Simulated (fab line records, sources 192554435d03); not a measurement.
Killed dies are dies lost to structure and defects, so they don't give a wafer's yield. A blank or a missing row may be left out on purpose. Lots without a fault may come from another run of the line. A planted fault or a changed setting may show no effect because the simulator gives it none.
A struck lot beside a sound one | flow n5_finfet | 37 steps out of a route of 1938
Sound: wafers L856.2, L856.4, L856.6. Struck: wafers L862.1, L862.3, L862.4. The cause comes at the end.
At each step with rows: each side's tool, then ch and its chambers, then its first start. Under that, the readings that differ: sound wafers | struck wafers | difference of the means | sigmas: that difference in standard deviations of wafers without a fault.
alike: readings whose means differ by less than 2 such deviations, and words and numbers that are the same on both sides. not compared: withheld readings, readings that some wafer has no value for, bounds like >300 that may hide the same value, and numbers for which the record gives no deviation and whose values overlap.
The two part at a step that has a row with sigmas, a row that says differs or no value, or rows on one side only. Numbers that don't overlap but have no deviation are shown without sigmas and don't part them. A reading that every wafer of one side lacks parts them only if that side has two wafers or more.

first, 9 steps without rows for these wafers: N5_STI_FIN_REVEAL_PRECLEAN_18 (cleans in SC2, time 45 s); N5_STI_FIN_REVEAL_SRD_28 (time 30 s); N5_DUMMY_GATE_PRECLEAN_00 (cleans in O3/DIW, time 60 s); N5_DUMMY_GATE_SRD_01 (time 30 s); N5_DUMMY_GATE_ALD_02 (deposits SiO2, target thk 2 nm, pulse time 1 s); N5_DUMMY_GATE_CVD_03 (deposits a-Si from SiH4, target thk 150 nm, time 8042 s); N5_DUMMY_GATE_PRECLEAN_46 (cleans in DIW, time 89.5 s); N5_DUMMY_GATE_SRD_47 (dry time 32 s); N5_DUMMY_GATE_CMP_04 (polishes a-Si).
N5_DUMMY_GATE_HM_DEP_06: deposits SiNx from DCS/NH3, target thk 80 nm, time 5141 s.
  sound on lpcvd-02 ch 0/70,0/79,0/89, day 4 04:27; struck on lpcvd-02 ch 1/65,1/75,1/79, day 5 14:38
  reading                                        | sound      | struck       | difference | sigmas
  model.SiNx_of_DUMMY_GATE_HM_DEP_06.thk_nm (nm) | 80 80 79.6 | 58 57.2 57.2 | -22        |
then, 24 steps without rows for these wafers: N5_DUMMY_GATE_PECVD_30 (deposits SiO2 from TEOS/O2, target thk 55 nm, time 10.8 s); N5_DUMMY_GATE_COAT_34 (time 60 s, resist thk 60 nm); N5_DUMMY_GATE_COAT_35 (time 60 s, resist thk 10 nm); N5_DUMMY_GATE_COAT_28 (time 60 s, resist thk 10 nm); N5_DUMMY_GATE_COAT_09 (resist thk 30 nm); N5_DUMMY_GATE_EBR_11; N5_DUMMY_GATE_SOFTBAKE_10 (time 60 s); N5_DUMMY_GATE_EXPOSE_12 (exposes mask GATE, target cd 25 nm); N5_DUMMY_GATE_PEB_13 (peb time 60 s); N5_DUMMY_GATE_DEVELOP_14 (develop time 30 s); N5_DUMMY_GATE_DESCUM_20 (chemistry O2, time 6.2 s); N5_DUMMY_GATE_ETCH_29 (etches underlayer in N2/H2, target depth 13 nm); N5_DUMMY_GATE_ETCH_36 (etches SiARC in CF4, target depth 13 nm); N5_DUMMY_GATE_ETCH_37 (etches SOC in N2/H2, target depth 60 nm, overetch 30 nm); N5_DUMMY_GATE_STRIP_38 (strips in N2/H2); N5_DUMMY_GATE_STRIP_39 (strips in N2/H2); N5_DUMMY_GATE_TRIM_49 (chemistry O2, time 29 s, target cd 14 nm); N5_DUMMY_GATE_STRIP_40 (strips in CF4); N5_DUMMY_GATE_ETCH_31 (etches SiO2 in C4F6/O2, target depth 82.5 nm, time 27.5 s); N5_DUMMY_GATE_STRIP_41 (strips in O2); N5_DUMMY_GATE_HM_OPEN_21 (chemistry CH3F/O2, target SiNx, target depth 120 nm, time 171.4 s); N5_DUMMY_GATE_ETCH_32 (etches SiO2 in CF4, target depth 3.5 nm, time 3.9 s); N5_DUMMY_GATE_ETCH_23 (etches poly-Si in HBr/Cl2/O2, target depth 41 nm, time 22.3 s); N5_DUMMY_GATE_ETCH_44 (etches poly-Si in HBr/O2, stops on SiO2, target depth 127.5 nm).
N5_ILD0_CMP_03: polishes, stops on SiNx, t overpolish 1.9 s, target thk 197.38 nm.
  sound on cmp-03 ch 0,2, day 5 02:44; struck on cmp-03 ch 0,1,2, day 6 10:27
  reading                                        | sound      | struck       | difference | sigmas
  model.SiNx_of_DUMMY_GATE_HM_DEP_06.thk_nm (nm) | 77 77 76.6 | 55 54.2 54.2 | -22        |
  alike: edge_zone_pressure_frac, motor_current_A, overpolish_run_s, slurry_flow_ml_min, time_to_endpoint_s
-- the record jumps here: 4 days lie between the struck wafers' starts before and after (it left off in module ILD0 and takes up again in module BEOL_M4, whose first step shown is number 1111 of the route) --
N5_BEOL_M4_RC_MEAS_101:
  sound on prober-01 ch 0, day 9 14:41; struck on prober-01 ch 0, day 10 16:04
  alike: DIBL_N, DIBL_P, IOFF_N, IOFF_P, ION_N, ION_P, SS_N, SS_P, VT_N, VT_P
N5_PASSIVATION_PROBE_49:
  the record has rows for the sound wafers here (prober-02, day 13 15:27) and none for the struck ones

WHERE THEY PART
Only at N5_PASSIVATION_PROBE_49, within this record.

WHY: what the simulator had put in
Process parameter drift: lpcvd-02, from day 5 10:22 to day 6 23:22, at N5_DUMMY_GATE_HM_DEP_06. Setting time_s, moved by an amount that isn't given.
